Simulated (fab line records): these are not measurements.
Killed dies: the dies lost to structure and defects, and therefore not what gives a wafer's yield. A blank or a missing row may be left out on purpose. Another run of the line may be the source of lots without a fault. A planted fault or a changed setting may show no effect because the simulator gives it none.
Comparing a struck lot with a sound one -- flow n5-finfet -- 37 out of 1938 route steps
Sound: these wafers, L714.1, L714.3, L714.6. Wafers L729.2, L729.4, L729.6 were the ones struck. The cause is named last.
Each step with rows lists, per side, the tool, then ch with its chambers, then its first start. Under that, the readings that differ: sound wafers -- struck wafers -- difference of the means -- sigmas: that difference in standard deviations of wafers without a fault.
alike: words and numbers the same on both sides, and readings whose means are apart by under 2 such deviations; not compared: readings that were withheld, readings missing a value for some wafer, numbers with overlapping values and no deviation given by the record, and bounds like >300 which may hide the same value.
A row with sigmas, a row that says differs or no value, or rows on one side alone: a step with any of these is where the two part. When numbers do not overlap yet have no deviation, they are printed without sigmas and do not part them. A reading that every wafer of one side lacks parts them only if that side has two wafers or more.

first, 9 steps without rows for these wafers: N5_BEOL_M11_PEB_26 (peb time 60 s); N5_BEOL_M11_DEVELOP_27 (develop time 30 s); N5_BEOL_M11_DESCUM_33 (chemistry O2, time 7.9 s); N5_BEOL_M11_ETCH_65 (etches SiARC in CF4, target depth 39 nm, time 65 s); N5_BEOL_M11_ETCH_66 (etches SOC in N2/H2, target depth 120 nm, overetch 24 nm, time 180 s); N5_BEOL_M11_STRIP_69 (strips in N2/H2); N5_BEOL_M11_VIA_ETCH_34 (etches SiCOH lowk in C4F6/O2, target depth 184.5 nm, time 69.2 s); N5_BEOL_M11_STRIP_73 (strips in C4F6/O2); N5_BEOL_M11_STRIP_36 (strips in N2/H2).
N5_BEOL_M11_TRENCH_ETCH_37: etches SiCOH lowk in C4F6/O2, target depth 148.83 nm, time 48 s.
  sound on rie-diel-02 ch 0,1,3, day 10 08:02; struck on rie-diel-02 ch 0,3, day 14 04:56
reading,sound,struck,difference,sigmas
oes_f_703_au (a.u.),0.74 0.73 0.98,0.52 0.51 0.52,-0.30,-3
rf-fwd-power-W (W),339.4 340.0 341.8,256.0 259.6 258.8,-82.3,-59
rf-vpp-V (V),655 662 666,756 763 753,+96,+10
model.BEOL_M11.feature-depth-nm (nm),146.8 148.6 152.6,129.6 132.4 129,-19.0,
model.etch.depth-nm (nm),146.9 148.6 152.6,129.7 132.5 129,-19.0,
  alike: O2_flow_sccm, drypump-motor-current-A, oes-product-au, showerhead-plenum-p-Torr, throttle-valve-pct
  not compared: rf-hours-counter-h, model.TiN_of_BEOL_M11_HM_DEP_02.thk-nm
then, 2 steps without rows for these wafers: N5_BEOL_M11_ETCH_41 (etches SiCN in CH3F/O2, target depth 42.6 nm, time 86 s); N5_BEOL_M11_STRIP_77 (strips in N2/H2, time 10 s).
N5_BEOL_M11_OCD_MEAS_38:
  sound on ocd-01 at day 10 08:13; struck on ocd-02 at day 14 05:07
reading,sound,struck,difference,sigmas
trench-depth-nm (nm),147.0 149.0 152.7,129.6 132.6 129.2,-19.1,-7
then, 13 steps without rows for these wafers: N5_BEOL_M11_HM_STRIP_39 (strips TiN in peroxide tin strip, target depth 25 nm, time 158 s); N5_BEOL_M11_SRD_40 (time 30 s); N5_BEOL_M11_PRECLEAN_42 (cleans in residue remover, time 60 s); N5_BEOL_M11_SRD_43 (time 30 s); N5_BEOL_M11_CURE_72 (cures SiCOH lowk, time 120 s); N5_BEOL_M11_DEGAS_44 (time 60 s); N5_BEOL_M11_PRE_CLEAN_45 (time 30 s); N5_BEOL_M11_ALD_74 (deposits TaN, target thk 2 nm, pulse time 2 s, purge time 3 s); N5_BEOL_M11_SURFACE_TREAT_76; N5_BEOL_M11_CVD_75 (deposits Co from CCTBA/H2, target thk 2 nm, time 138.9 s); N5_BEOL_M11_SPUTTER_48 (material Cu, target thk 12 nm, time 2 s); N5_BEOL_M11_ECD_50 (material Cu, target thk 318 nm); N5_BEOL_M11_ANNEAL_51 (time 90 s).
N5_BEOL_M11_CMP_52: polishes, stops on SiCOH lowk, t overpolish 7 s, target thk 140 nm.
  sound on cmp-01 ch 1,2,3, day 10 10:26; struck on cmp-01 ch 1,3, day 14 07:10
reading,sound,struck,difference,sigmas
model.Cu_of_BEOL_M11_ECD_50.thk-nm (nm),138.8 139.2 143,121.6 124.4 120.8,-18.1,
  alike: barrier-field-endpoint-s, clearing-platen-down-force-psi, motor-current-A, overpolish-run-s, time-to-endpoint-s
N5_BEOL_M11_THK_MEAS_53: measures by xrf.
  sound on film-metro-01 at day 10 10:42; struck on film-metro-02 at day 14 07:28
reading,sound,struck,difference,sigmas
M11_THK (nm),143 144 148,125 128 124,-19,-6
then, 2 steps without rows for these wafers: N5_BEOL_M11_PRE_CLEAN_55 (time 15 s); N5_BEOL_M11_DEP_56 (deposits SiCN from 3MS/NH3, target thk 30 nm, time 10.5 s).
N5_BEOL_M11_RS_MEAS_57: the measuring method here is four-point-probe.
  sound on film-metro-02 at day 10 10:50; struck on film-metro-02 at day 14 07:35
reading,sound,struck,difference,sigmas
M11_RS (ohm/sq),0.153 0.152 0.147,0.176 0.172 0.178,+0.025,+7
then, 5 steps without rows for these wafers: N5_BEOL_M12_ILD_DEP_00 (deposits SiOC from DEMS/O2, target thk 658.92 nm, time 130.7 s); N5_BEOL_M12_COAT_58 (time 60 s, resist thk 89 nm); N5_BEOL_M12_COAT_04 (resist thk 400 nm); N5_BEOL_M12_EBR_06; N5_BEOL_M12_SOFTBAKE_05 (time 60 s).
N5_BEOL_M15_RC_MEAS_101:
  sound on prober-02 ch 0, day 12 00:04; struck on prober-02 ch 0, day 15 09:50
reading,sound,struck,difference,sigmas
SERP_M11 (ohm/um),3.07 3.06 2.92,3.60 3.45 3.59,+0.53,+6
SERP_M11_max_site (ohm/um),3.13 3.16 3.04,3.65 3.59 3.66,+0.52,+6
SERP_M13 (ohm/um),0.301 0.298 0.296,0.309 0.311 0.313,+0.013,+2
  alike: COMB_M10, COMB_M10_max_site, COMB_M11, COMB_M12, COMB_M13, COMB_M14, COMB_M15, COMB_M5, COMB_M6, COMB_M7, COMB_M8, COMB_M9, SERP_M10, SERP_M12, SERP_M14, SERP_M5, SERP_M6, SERP_M7, SERP_M8, SERP_M9

WHERE THEY PART
Last at N5_BEOL_M15_RC_MEAS_101 as far as this record goes, first at N5_BEOL_M11_TRENCH_ETCH_37.

WHY: what the simulator had put in
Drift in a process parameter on rie-diel-02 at N5_BEOL_M11_TRENCH_ETCH_37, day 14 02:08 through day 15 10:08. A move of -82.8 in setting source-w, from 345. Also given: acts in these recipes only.
